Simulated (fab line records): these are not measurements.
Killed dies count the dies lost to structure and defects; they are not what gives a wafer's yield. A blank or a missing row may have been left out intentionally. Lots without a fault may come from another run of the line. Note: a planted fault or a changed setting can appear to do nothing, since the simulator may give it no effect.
Chamber matching    flow n5_finfet    4 sister chambers for N5_BEOL_M5_STRIP_19 on rie_diel-03
The step strips in O2. 14 wafers are shown with their chamber, then 7 later ones without.

== EACH WAFER AND ITS CHAMBER ==
wafer   chamber  drypump_motor_current_A (A)  throttle_valve_pct (%)  oes_product_au (a.u.)
L074.1  1        6.1                          16.68                   0.75
L074.4  2        4.9                          16.30                   0.94
L074.6  1        6.1                          16.67                   0.76
L076.2  0        6.7                          16.68                   0.76
L076.3  1        6.0                          16.67                   0.75
L076.4  3        5.9                          16.90                   0.71
L078.1  3        6.0                          16.91                   0.72
L078.2  2        4.9                          16.32                   0.90
L078.3  0        6.7                          16.71                   0.76
L084.1  1        6.1                          16.71                   0.73
L084.2  0        6.7                          16.71                   0.75
L084.4  2        4.9                          16.35                   0.87
L085.3  1        6.0                          16.72                   0.74
L085.4  3        5.9                          16.93                   0.71

SIGNATURES, as means of the wafers listed above
reading                  chamber 0  chamber 1  chamber 2  chamber 3  scatter within a chamber
drypump_motor_current_A  6.700      6.060      4.900      5.933      0.0432
throttle_valve_pct       16.7000    16.6900    16.3233    16.9133    0.0213
oes_product_au           0.7567     0.7460     0.9033     0.7133     0.0177
Rule: for each reading, subtract the chamber's mean from the wafer's reading, divide by that reading's scatter and square the result; add these up over the readings and take the root, which gives the wafer's distance from the chamber. The wafer belongs to the nearest chamber; if the next one is less than 2 further off, it can't be placed. The scatter: take each reading less its chamber's mean, square it, sum over the shown wafers, divide by the number of wafers less the number of chambers, and take the root.

== WAFERS MISSING THEIR CHAMBER ==
wafer   drypump_motor_current_A (A)  throttle_valve_pct (%)  oes_product_au (a.u.)
L085.5  6.7                          16.72                   0.75
L093.3  6.7                          16.75                   0.74
L093.4  6.0                          16.75                   0.71
L093.6  6.8                          16.75                   0.73
L097.1  5.9                          16.96                   0.70
L097.2  4.9                          16.39                   0.83
L097.5  6.1                          16.73                   0.71

== EACH ONE'S CHAMBER ==
wafer   from the rows above  in truth
L085.5  0                    0
L093.3  0                    0
L093.4  1                    1
L093.6  0                    0
L097.1  3                    3
L097.2  2                    2
L097.5  1                    1
Correct placement for 7 of the 7. From these rows, 0 cannot be placed. Placed wrongly: 0.
